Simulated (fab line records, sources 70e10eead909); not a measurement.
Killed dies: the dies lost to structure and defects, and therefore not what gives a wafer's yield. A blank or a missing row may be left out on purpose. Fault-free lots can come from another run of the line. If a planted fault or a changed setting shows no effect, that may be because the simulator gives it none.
Chamber matching	flow nand-harc	NHARC_THIN_TSV_DESCUM_14 on rie-diel-13 has 4 sister chambers
The step chemistry O2, time 3 s. 14 wafers are shown with their chamber, then 7 later ones without.

== EACH WAFER AND ITS CHAMBER ==
wafer	chamber	drypump-motor-current-A (A)	oes-product-au (a.u.)	rf-vpp-V (V)
L845.1	3	5.8	0.969	56.8
L845.2	1	4.8	0.981	57.8
L845.6	1	4.8	0.983	56.6
L851.1	3	5.8	0.993	58.3
L851.2	1	4.8	0.979	58.4
L851.6	1	4.9	0.981	57.6
L852.1	1	4.8	0.978	56.3
L852.2	0	5.1	0.997	57.4
L852.6	2	5.1	0.981	58.3
L853.3	3	5.8	0.984	58.5
L853.4	0	5.1	0.995	56.5
L853.5	3	5.8	0.980	59.2
L855.2	3	5.8	0.970	59.3
L855.5	0	5.1	0.985	57.1

SIGNATURES (averages over the wafers above)
reading	chamber 0	chamber 1	chamber 2	chamber 3	scatter within a chamber
drypump-motor-current-A	5.100	4.820	5.100	5.800	0.0283
oes-product-au	0.99233	0.98040	0.98100	0.97920	0.00708
rf-vpp-V	57.000	57.340	58.300	58.420	0.865
Rule: a wafer lies at a distance from a chamber equal to the root of the sum of squares, over the readings, of (its reading less the chamber's mean, divided by the reading's scatter). If the next closest chamber is less than 2 further off than the closest, the wafer can't be placed; otherwise it belongs to the closest. The scatter: the root of (the sum of the squares of (reading less its chamber's mean) over the shown wafers, divided by (wafers less chambers)).

== WAFERS WITHOUT THEIR CHAMBER ==
wafer	drypump-motor-current-A (A)	oes-product-au (a.u.)	rf-vpp-V (V)
L855.6	4.9	0.971	58.9
L856.3	5.1	1.003	57.6
L856.4	4.8	0.983	58.6
L856.5	5.1	0.986	55.9
L867.1	5.1	0.973	57.9
L867.3	5.8	0.993	58.3
L867.5	5.2	0.979	58.5

== THE CHAMBER EACH PASSED THROUGH ==
wafer	from the rows above	in truth
L855.6	1	1
L856.3	can't be placed: 0 or 2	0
L856.4	1	1
L856.5	can't be placed: 0 or 2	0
L867.1	can't be placed: 2 or 0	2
L867.3	3	3
L867.5	can't be placed: 2 or 0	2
Correctly placed: 3 of 7. These rows do not allow placing 4 (true chamber among the candidates in 4). Placed wrongly: 0.
